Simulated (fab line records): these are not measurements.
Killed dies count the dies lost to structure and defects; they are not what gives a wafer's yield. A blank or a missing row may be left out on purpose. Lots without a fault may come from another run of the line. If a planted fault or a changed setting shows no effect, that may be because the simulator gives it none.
Split-lot study :: flow n5_finfet :: 7 lots, 21 wafers read, on a route of 1938 steps

## SPLIT DETAILS
At N5_PASSIVATION_EXPOSE_27 (exposes mask PAD, defocus 0 nm), the setting dose_mj was moved away from the recipe's 32.3 on 7 of the 21 wafers read, by -3.8% to +6.4%. This setting was run at the recipe's value on the other wafers.

## FROM THE SPLIT TO THE READING: what the file shows between them, 3 steps
- N5_PASSIVATION_PEB_28 (also split here: peb_time_s)
- N5_PASSIVATION_DEVELOP_29: develop time 60 s
- N5_PASSIVATION_HARDBAKE_31: time 120 s

## THE READING
Shown in nm: cd_nm at N5_PASSIVATION_CD_MEAS_30, with target cd 4000 nm. Typical for fault-free wafers on this fab line: 4001.2 nm, with standard deviation 2.4 nm.

wafer: L080.1
tool, chamber at the split: krf_scanner-02, 0
dose_mj as run: 32.3
against the recipe: recipe
cd_nm, nm: 4008.2
against lot-mates on the recipe: -

wafer: L080.2
tool, chamber at the split: krf_scanner-02, 0
dose_mj as run: 32.3
against the recipe: recipe
cd_nm, nm: 4007.6
against lot-mates on the recipe: -

wafer: L080.3
tool, chamber at the split: krf_scanner-02, 0
dose_mj as run: 32.3
against the recipe: recipe
cd_nm, nm: 4002.2
against lot-mates on the recipe: -

wafer: L081.2
tool, chamber at the split: krf_scanner-02, 0
dose_mj as run: 32.3
against the recipe: recipe
cd_nm, nm: 3997.6
against lot-mates on the recipe: -

wafer: L081.5
tool, chamber at the split: krf_scanner-02, 0
dose_mj as run: 31.08
against the recipe: -3.8%
cd_nm, nm: 3990.9
against lot-mates on the recipe: -6.7

wafer: L081.6
tool, chamber at the split: krf_scanner-02, 0
dose_mj as run: 31.08
against the recipe: -3.8%
cd_nm, nm: 3990.8
against lot-mates on the recipe: -6.8

wafer: L084.1
tool, chamber at the split: krf_scanner-01, 0
dose_mj as run: 32.3
against the recipe: recipe
cd_nm, nm: 3999.2
against lot-mates on the recipe: -

wafer: L084.4
tool, chamber at the split: krf_scanner-01, 0
dose_mj as run: 32.3
against the recipe: recipe
cd_nm, nm: 3998.1
against lot-mates on the recipe: -

wafer: L084.6
tool, chamber at the split: krf_scanner-01, 0
dose_mj as run: 32.3
against the recipe: recipe
cd_nm, nm: 3999.6
against lot-mates on the recipe: -

wafer: L083.4
tool, chamber at the split: krf_scanner-02, 0
dose_mj as run: 34.36
against the recipe: +6.4%
cd_nm, nm: 4012.7
against lot-mates on the recipe: +13.4

wafer: L083.5
tool, chamber at the split: krf_scanner-02, 0
dose_mj as run: 32.3
against the recipe: recipe
cd_nm, nm: 3999.3
against lot-mates on the recipe: -

wafer: L083.6
tool, chamber at the split: krf_scanner-02, 0
dose_mj as run: 34.36
against the recipe: +6.4%
cd_nm, nm: 4012.6
against lot-mates on the recipe: +13.3

wafer: L086.1
tool, chamber at the split: krf_scanner-02, 0
dose_mj as run: 32.3
against the recipe: recipe
cd_nm, nm: 4001.6
against lot-mates on the recipe: -

wafer: L086.3
tool, chamber at the split: krf_scanner-02, 0
dose_mj as run: 34.23
against the recipe: +6.0%
cd_nm, nm: 4010.4
against lot-mates on the recipe: +10.5

wafer: L086.5
tool, chamber at the split: krf_scanner-02, 0
dose_mj as run: 32.3
against the recipe: recipe
cd_nm, nm: 3998.2
against lot-mates on the recipe: -

wafer: L093.2
tool, chamber at the split: krf_scanner-01, 0
dose_mj as run: 32.3
against the recipe: recipe
cd_nm, nm: 4001.9
against lot-mates on the recipe: -

wafer: L093.3
tool, chamber at the split: krf_scanner-01, 0
dose_mj as run: 31.39
against the recipe: -2.8%
cd_nm, nm: 3989.1
against lot-mates on the recipe: -12.8

wafer: L093.5
tool, chamber at the split: krf_scanner-01, 0
dose_mj as run: 31.39
against the recipe: -2.8%
cd_nm, nm: 3990.4
against lot-mates on the recipe: -11.5

wafer: L095.3
tool, chamber at the split: krf_scanner-02, 0
dose_mj as run: 32.3
against the recipe: recipe
cd_nm, nm: 4001.0
against lot-mates on the recipe: -

wafer: L095.4
tool, chamber at the split: krf_scanner-02, 0
dose_mj as run: 32.3
against the recipe: recipe
cd_nm, nm: 4001.6
against lot-mates on the recipe: -

wafer: L095.6
tool, chamber at the split: krf_scanner-02, 0
dose_mj as run: 32.3
against the recipe: recipe
cd_nm, nm: 4002.6
against lot-mates on the recipe: -

FIT RESULTS
A straight line over all 21 wafers: cd_nm changes by +2.16 nm for each +1% of dose_mj; r = +0.89; the points scatter about the line by 3.3 nm.
The same after taking each lot's own level away (the mean of its wafers on the recipe; 21 wafers): +2.2 nm for each +1%; r = +0.94; scatter 2.4 nm.
According to that fit, moving dose_mj by its largest amount changes the reading by 14 nm.
Measured against the standard deviation above, the lots' own levels, which go from 3997.60 to 4006.00 nm, span 3.5 times it.
So the lot-to-lot level changes the slope little: the two slopes agree.
Check: for one of the wafers moved furthest among these (+6.4%), held out of the fit, the line's prediction against its lot-mates is +13.5 nm. It came out at +13.4 nm against them.

## OTHER SPLITS APPLIED TO THESE WAFERS
These wafers also went through other splits before the reading. Each is held against what the fit with the lots' levels taken away leaves over:
other split on the same wafers: N5_BEOL_M12_STRIP_63 h2_flow_sccm
wafers away from the commonest value: 5
r with cd_nm (lot level and that fit taken away): -0.10

other split on the same wafers: N5_BEOL_M12_ETCH_68 time_s
wafers away from the commonest value: 7
r with cd_nm (lot level and that fit taken away): -0.02

other split on the same wafers: N5_BEOL_M12_SPUTTER_44 time_s
wafers away from the commonest value: 4
r with cd_nm (lot level and that fit taken away): +0.05

other split on the same wafers: N5_BEOL_M13_SPUTTER_44 power_w
wafers away from the commonest value: 8
r with cd_nm (lot level and that fit taken away): +0.06

other split on the same wafers: N5_BEOL_M14_DEP_53 time_s
wafers away from the commonest value: 7
r with cd_nm (lot level and that fit taken away): +0.28

other split on the same wafers: N5_BEOL_M15_ILD_DEP_00 temp_c
wafers away from the commonest value: 8
r with cd_nm (lot level and that fit taken away): -0.20

other split on the same wafers: N5_BEOL_M15_ETCH_61 time_s
wafers away from the commonest value: 8
r with cd_nm (lot level and that fit taken away): -0.02

other split on the same wafers: N5_PASSIVATION_PEB_28 peb_time_s
wafers away from the commonest value: as run: not given for these wafers
r with cd_nm (lot level and that fit taken away): -

## FILE'S OWN FIT
cd_nm changes by +2.11 nm for each +1% of dose_mj, r = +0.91.
